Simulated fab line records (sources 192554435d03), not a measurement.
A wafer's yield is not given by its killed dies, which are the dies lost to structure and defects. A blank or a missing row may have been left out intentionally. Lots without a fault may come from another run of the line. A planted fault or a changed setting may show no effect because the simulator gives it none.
Split-lot study    flow n5Finfet    39 wafers read from 7 lots, route of 1938 steps

== THE SPLIT ITSELF ==
At N5_SD_EPI_N_ETCH_16 (etches SiO2 in CHF3/O2, target depth 5 nm), the setting targetDepthA was moved away from the recipe's 50 angstrom on 12 of the 39 wafers read, by -57.5% to +55.0%. This setting was run at the recipe's value on the other wafers.

The split's own step is where the reading is taken.

== THE READING ==
etch.depthNm (the simulator's own value, which no gauge read), in nm, at N5_SD_EPI_N_ETCH_16 (etches SiO2 in CHF3/O2, target depth 5 nm). The file gives no usual value for it. Across the 27 wafers here that went through the recipe, the average is 4.917 nm and the standard deviation 0.089 nm.

wafer   tool, chamber at the split  targetDepthA as run, angstrom  against the recipe  etch.depthNm, nm  against lot-mates on the recipe
L076.1  rieDiel-04, 2               63.5                           +27.0%              6.363             +1.354
L076.2  rieDiel-04, 0               50                             recipe              4.936             -
L076.3  rieDiel-04, 3               63.5                           +27.0%              6.401             +1.392
L076.4  rieDiel-04, 1               50                             recipe              5.047             -
L076.5  rieDiel-04, 1               50                             recipe              5.045             -
L076.6  rieDiel-04, 2               63.5                           +27.0%              6.38              +1.371
L077.1  rieDiel-05, 2               61.7                           +23.4%              6.174             +1.178
L077.2  rieDiel-05, 0               61.7                           +23.4%              6.168             +1.172
L077.3  rieDiel-05, 1               50                             recipe              5.025             -
L077.4  rieDiel-05, 3,0             50                             recipe              4.982             -
L077.5  rieDiel-05, 3,0             50                             recipe              4.982             -
L077.6  rieDiel-05, 3               61.7                           +23.4%              6.185             +1.189
L086.1  rieDiel-03, 0               50                             recipe              4.811             -
L086.2  rieDiel-03, 2               50                             recipe              4.826             -
L086.3  rieDiel-03, 1               21.27                          -57.5%              2.132             -2.694
L086.4  rieDiel-03, 0               50                             recipe              4.841             -
L086.5  rieDiel-03, 2               21.27                          -57.5%              2.038             -2.788
L086.6  rieDiel-03, 1               21.27                          -57.5%              2.121             -2.705
L087.1  rieDiel-03, 3               77.49                          +55.0%              7.791             +2.848
L087.2  rieDiel-03, 1               50                             recipe              5.053             -
L087.3  rieDiel-03, 0               50                             recipe              4.909             -
L087.4  rieDiel-03, 2               50                             recipe              4.868             -
L087.5  rieDiel-03, 0               77.49                          +55.0%              7.548             +2.605
L087.6  rieDiel-03, 1               77.49                          +55.0%              7.87              +2.927
L091.1  rieDiel-03, 2               50                             recipe              4.785             -
L091.2  rieDiel-03, 3               50                             recipe              4.949             -
L091.3  rieDiel-03, 1,3             50                             recipe              4.978             -
L091.6  rieDiel-03, 1,3             50                             recipe              4.978             -
L091.4  rieDiel-03, 0               50                             recipe              4.84              -
L091.5  rieDiel-03, 0               50                             recipe              4.891             -
L092.1  rieDiel-03, 1               50                             recipe              5.006             -
L092.2  rieDiel-03, 2               50                             recipe              4.824             -
L092.3  rieDiel-03, 3               50                             recipe              4.952             -
L092.4  rieDiel-03, 0               50                             recipe              4.875             -
L092.5  rieDiel-03, 3               50                             recipe              5                 -
L092.6  rieDiel-03, 0               50                             recipe              4.825             -
L096.2  rieDiel-03, 1               50                             recipe              4.989             -
L096.4  rieDiel-03, 2               50                             recipe              4.743             -
L096.6  rieDiel-03, 2               50                             recipe              4.804             -
If several chambers appear in one row, that row covers several wafers at once and the file leaves open which wafer was in which chamber.

FIT RESULTS
A straight line over all 39 wafers: etch.depthNm changes by +0.0506 nm for each +1% of targetDepthA; r = +1.00; the points scatter about the line by 0.094 nm.
The same after taking each lot's own level away (the mean of its wafers on the recipe; 39 wafers): +0.0492 nm for each +1%; r = +1.00; scatter 0.08 nm.
That fit puts the effect of the largest move of targetDepthA on the reading at 2.8 nm.
The span of the lots' own levels, 4.8260 to 5.0093 nm, comes to 2.1 times the standard deviation stated above.
Hence the lot-to-lot level has little effect on the slope; both slopes agree.
Check: with one of the wafers moved furthest among these (-57.5%) left out of the fit, the line predicts -2.84 nm for it against its lot-mates. It came out at -2.69 nm against them.

== THESE WAFERS: OTHER SPLITS ==
Other splits were also applied to these wafers ahead of the reading. Each is held against what the fit with the lots' levels taken away leaves over:
other split on the same wafers        wafers away from the commonest value  r with etch.depthNm (lot level and that fit taken away)
N5_FIN_SAQP_SPACER1_ALD_24 aldCycles  15                                    -0.02

== THE FILE'S OWN FIT ==
etch.depthNm changes by +0.0493 nm for each +1% of targetDepthA, r = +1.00.
